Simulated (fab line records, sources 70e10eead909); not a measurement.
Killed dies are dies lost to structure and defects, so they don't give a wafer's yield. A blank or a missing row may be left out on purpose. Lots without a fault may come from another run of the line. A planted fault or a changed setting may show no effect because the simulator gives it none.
Chamber matching | flow nand_harc | NHARC_A_STAIRCASE_ETCH_253 on rie_diel-01: 4 sister chambers
The step etches the open film in C4F8/O2, target depth 50 nm, time 20.2 s. 8 wafers are shown with their chamber, then 10 later ones without.

WAFERS WITH THEIR CHAMBER
wafer  | chamber | rf_vpp_V (V) | oes_product_au (a.u.)
L081.3 | 2       | 887          | 0.930
L083.2 | 1       | 890          | 0.971
L083.4 | 2       | 888          | 0.997
L084.2 | 3       | 904          | 0.958
L084.3 | 1       | 889          | 0.956
L084.5 | 3       | 903          | 0.962
L086.3 | 0       | 896          | 0.967
L086.5 | 0       | 897          | 0.956

WAFERS WITHOUT THEIR CHAMBER
wafer  | rf_vpp_V (V) | oes_product_au (a.u.)
L086.6 | 889          | 0.983
L090.1 | 889          | 0.961
L090.3 | 889          | 0.946
L090.5 | 904          | 0.959
L089.1 | 888          | 0.965
L089.3 | 903          | 0.985
L089.6 | 905          | 0.984
L097.2 | 904          | 0.961
L097.3 | 897          | 0.944
L097.6 | 904          | 0.958

WHICH CHAMBER EACH WENT THROUGH
wafer  | from the rows above     | in truth
L086.6 | can't be placed: 1 or 2 | 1
L090.1 | can't be placed: 1 or 2 | 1
L090.3 | can't be placed: 1 or 2 | 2
L090.5 | 3                       | 3
L089.1 | can't be placed: 2 or 1 | 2
L089.3 | 3                       | 3
L089.6 | 3                       | 3
L097.2 | 3                       | 3
L097.3 | 0                       | 0
L097.6 | 3                       | 3
Placed correctly: 6 of 10. Can't be placed from these rows: 4 (the true chamber is among the candidates in 4). Placed wrongly: 0.
How it was worked out, from the rows above alone: a wafer's distance from a chamber is the root of the sum, over the readings, of the square of ((its reading less the chamber's mean) divided by the reading's scatter). The wafer belongs to the nearest chamber; if the next one is less than 2 further off, it can't be placed. A chamber's mean is the mean of its shown wafers. The scatter: the root of (the sum of the squares of (reading less its chamber's mean) over the shown wafers, divided by (wafers less chambers)).
